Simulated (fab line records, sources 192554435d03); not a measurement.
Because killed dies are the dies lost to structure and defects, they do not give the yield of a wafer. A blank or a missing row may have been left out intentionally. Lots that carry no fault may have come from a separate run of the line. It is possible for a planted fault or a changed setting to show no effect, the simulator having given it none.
Chamber matching | flow n5Finfet | 4 sister chambers for N5_FIN_SAQP_MANDREL1_REMOVE_56 on rieSi-03
The step chemistry HBr/Cl2/O2, target a-Si, stops on SiNx, bt time 10 s. 20 wafers are shown with their chamber, then 10 later ones without.

WAFERS, EACH WITH ITS CHAMBER
wafer  | chamber | throttleValvePct (%) | drypumpMotorCurrentA (A) | oesProductAu (a.u.)
L076.1 | 3       | 36.94                | 5.8                      | 0.986
L076.2 | 0       | 37.12                | 6.1                      | 0.988
L076.4 | 2       | 36.89                | 5.5                      | 0.997
L077.4 | 0       | 37.13                | 6.0                      | 0.979
L077.5 | 0       | 37.12                | 6.0                      | 0.980
L077.6 | 3       | 36.96                | 5.7                      | 0.989
L082.1 | 1       | 36.83                | 6.2                      | 1.013
L082.2 | 3       | 36.94                | 5.7                      | 0.979
L082.6 | 2       | 36.89                | 5.5                      | 0.987
L084.2 | 0       | 37.11                | 6.1                      | 0.976
L084.4 | 1       | 36.83                | 6.2                      | 1.015
L084.6 | 3       | 36.94                | 5.8                      | 0.994
L085.1 | 0       | 37.11                | 6.1                      | 0.980
L085.4 | 1       | 36.84                | 6.2                      | 0.993
L085.5 | 1       | 36.85                | 6.2                      | 0.993
L086.1 | 1       | 36.83                | 6.2                      | 1.006
L086.4 | 2       | 36.90                | 5.4                      | 0.985
L086.6 | 0       | 37.12                | 6.0                      | 0.983
L088.1 | 1       | 36.84                | 6.2                      | 1.001
L088.3 | 2       | 36.88                | 5.4                      | 0.988

SIGNATURES (means of the wafers above)
reading              | chamber 0 | chamber 1 | chamber 2 | chamber 3 | scatter within a chamber
throttleValvePct     | 37.1183   | 36.8367   | 36.8900   | 36.9450   | 0.00835
drypumpMotorCurrentA | 6.050     | 6.200     | 5.450     | 5.750     | 0.0468
oesProductAu         | 0.98100   | 1.00350   | 0.98925   | 0.98700   | 0.00681
Rule: a wafer lies at a distance from a chamber equal to the root of the sum of squares, over the readings, of (its reading less the chamber's mean, divided by the reading's scatter). The wafer belongs to the nearest chamber; if the next one is less than 2 further off, it can't be placed. The scatter: take each reading less its chamber's mean, square it, sum over the shown wafers, divide by the number of wafers less the number of chambers, and take the root.

WAFERS WITH NO CHAMBER GIVEN
wafer  | throttleValvePct (%) | drypumpMotorCurrentA (A) | oesProductAu (a.u.)
L088.4 | 36.95                | 5.8                      | 0.984
L089.4 | 36.96                | 5.7                      | 0.987
L089.5 | 36.92                | 5.7                      | 0.987
L089.6 | 37.13                | 6.1                      | 0.991
L091.1 | 36.94                | 5.7                      | 0.983
L091.3 | 36.90                | 5.4                      | 0.984
L091.6 | 36.96                | 5.8                      | 0.978
L092.1 | 36.88                | 5.5                      | 0.986
L092.4 | 36.83                | 6.2                      | 1.006
L092.5 | 37.13                | 6.1                      | 0.979

THE CHAMBER EACH PASSED THROUGH
wafer  | from the rows above | in truth
L088.4 | 3                   | 3
L089.4 | 3                   | 3
L089.5 | 3                   | 3
L089.6 | 0                   | 0
L091.1 | 3                   | 3
L091.3 | 2                   | 2
L091.6 | 3                   | 3
L092.1 | 2                   | 2
L092.4 | 1                   | 1
L092.5 | 0                   | 0
10 of 10 placed correctly. From these rows, 0 cannot be placed. 0 placed wrongly.
